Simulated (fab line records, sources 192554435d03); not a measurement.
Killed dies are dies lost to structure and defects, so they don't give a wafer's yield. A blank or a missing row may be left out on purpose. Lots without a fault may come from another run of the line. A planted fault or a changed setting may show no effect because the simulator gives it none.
Chamber matching | flow n5_finfet | N5_FIN_SAQP_MANDREL1_REMOVE_56 on rie_si-01: 4 sister chambers
The step chemistry HBr/Cl2/O2, target a-Si, stops on SiNx, bt time 10 s. 4 wafers are shown with their chamber, then 8 later ones without.

WAFERS WITH THEIR CHAMBER
wafer  | chamber | drypump_motor_current_A (A)
L080.4 | 1       | 6.3
L084.1 | 2       | 5.5
L084.4 | 3       | 5.5
L086.1 | 0       | 6.3

WAFERS WITHOUT THEIR CHAMBER
wafer  | drypump_motor_current_A (A)
L086.5 | 5.5
L086.6 | 6.3
L088.1 | 6.3
L088.3 | 5.5
L088.6 | 5.6
L089.2 | 6.3
L089.3 | 5.6
L089.6 | 5.5

WHICH CHAMBER EACH WENT THROUGH
wafer  | from the rows above     | in truth
L086.5 | can't be placed: 2 or 3 | 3
L086.6 | can't be placed: 0 or 1 | 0
L088.1 | can't be placed: 0 or 1 | 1
L088.3 | can't be placed: 2 or 3 | 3
L088.6 | can't be placed: 2 or 3 | 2
L089.2 | can't be placed: 0 or 1 | 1
L089.3 | can't be placed: 2 or 3 | 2
L089.6 | can't be placed: 2 or 3 | 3
Placed correctly: 0 of 8. Can't be placed from these rows: 8 (the true chamber is among the candidates in 8). Placed wrongly: 0.
How it was worked out, from the rows above alone: a wafer's distance from a chamber is the root of the sum, over the readings, of the square of ((its reading less the chamber's mean) divided by the reading's scatter). The wafer belongs to the nearest chamber; if the next one is less than 2 further off, it can't be placed. A chamber's mean is the mean of its shown wafers. The scatter: with one shown wafer a chamber, the root of the mean of the squares of how far each hidden wafer lies from its nearest shown one.
